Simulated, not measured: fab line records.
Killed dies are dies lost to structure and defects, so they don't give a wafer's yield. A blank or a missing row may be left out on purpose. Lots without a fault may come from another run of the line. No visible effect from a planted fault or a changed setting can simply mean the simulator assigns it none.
Chamber matching / flow n5Finfet / N5_MOL_CONTACT_COAG_ETCH_106 on rieDiel-06 has 4 sister chambers
The step etches SOC in N2/H2, target depth 80 nm, overetch 16 nm, time 120 s. 7 wafers are shown with their chamber, then 9 later ones without.

## WAFERS, EACH WITH ITS CHAMBER
wafer=L082.3; chamber=3; drypumpMotorCurrentA (A)=6.5; showerheadPlenumPTorr (Torr)=2.66
wafer=L082.5; chamber=3; drypumpMotorCurrentA (A)=6.4; showerheadPlenumPTorr (Torr)=2.67
wafer=L083.5; chamber=1; drypumpMotorCurrentA (A)=5.9; showerheadPlenumPTorr (Torr)=2.38
wafer=L083.6; chamber=0; drypumpMotorCurrentA (A)=4.9; showerheadPlenumPTorr (Torr)=2.43
wafer=L084.2; chamber=1; drypumpMotorCurrentA (A)=5.9; showerheadPlenumPTorr (Torr)=2.38
wafer=L084.3; chamber=2; drypumpMotorCurrentA (A)=6.2; showerheadPlenumPTorr (Torr)=2.49
wafer=L084.6; chamber=0; drypumpMotorCurrentA (A)=4.9; showerheadPlenumPTorr (Torr)=2.42

## WAFERS WHOSE CHAMBER IS MISSING
wafer=L087.1; drypumpMotorCurrentA (A)=4.9; showerheadPlenumPTorr (Torr)=2.42
wafer=L087.5; drypumpMotorCurrentA (A)=4.9; showerheadPlenumPTorr (Torr)=2.42
wafer=L087.6; drypumpMotorCurrentA (A)=6.3; showerheadPlenumPTorr (Torr)=2.49
wafer=L093.3; drypumpMotorCurrentA (A)=4.9; showerheadPlenumPTorr (Torr)=2.42
wafer=L093.4; drypumpMotorCurrentA (A)=6.4; showerheadPlenumPTorr (Torr)=2.65
wafer=L093.6; drypumpMotorCurrentA (A)=5.9; showerheadPlenumPTorr (Torr)=2.69
wafer=L097.3; drypumpMotorCurrentA (A)=6.3; showerheadPlenumPTorr (Torr)=2.48
wafer=L097.5; drypumpMotorCurrentA (A)=6.4; showerheadPlenumPTorr (Torr)=2.65
wafer=L097.6; drypumpMotorCurrentA (A)=4.9; showerheadPlenumPTorr (Torr)=2.41

## THE CHAMBER EACH PASSED THROUGH
wafer=L087.1; from the rows above=0; in truth=0
wafer=L087.5; from the rows above=0; in truth=0
wafer=L087.6; from the rows above=2; in truth=2
wafer=L093.3; from the rows above=0; in truth=0
wafer=L093.4; from the rows above=3; in truth=3
wafer=L093.6; from the rows above=3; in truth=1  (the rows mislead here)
wafer=L097.3; from the rows above=2; in truth=2
wafer=L097.5; from the rows above=3; in truth=3
wafer=L097.6; from the rows above=0; in truth=0
8 of 9 placed correctly. Number that these rows cannot place: 0. Placed wrongly: 1.
How it was worked out, from the rows above alone: a wafer's distance from a chamber is the root of the sum, over the readings, of the square of ((its reading less the chamber's mean) divided by the reading's scatter). The wafer belongs to the nearest chamber; if the next one is less than 2 further off, it can't be placed. Each chamber's mean is taken over the wafers shown for it. The scatter: the root of (the sum of the squares of (reading less its chamber's mean) over the shown wafers, divided by (wafers less chambers)).
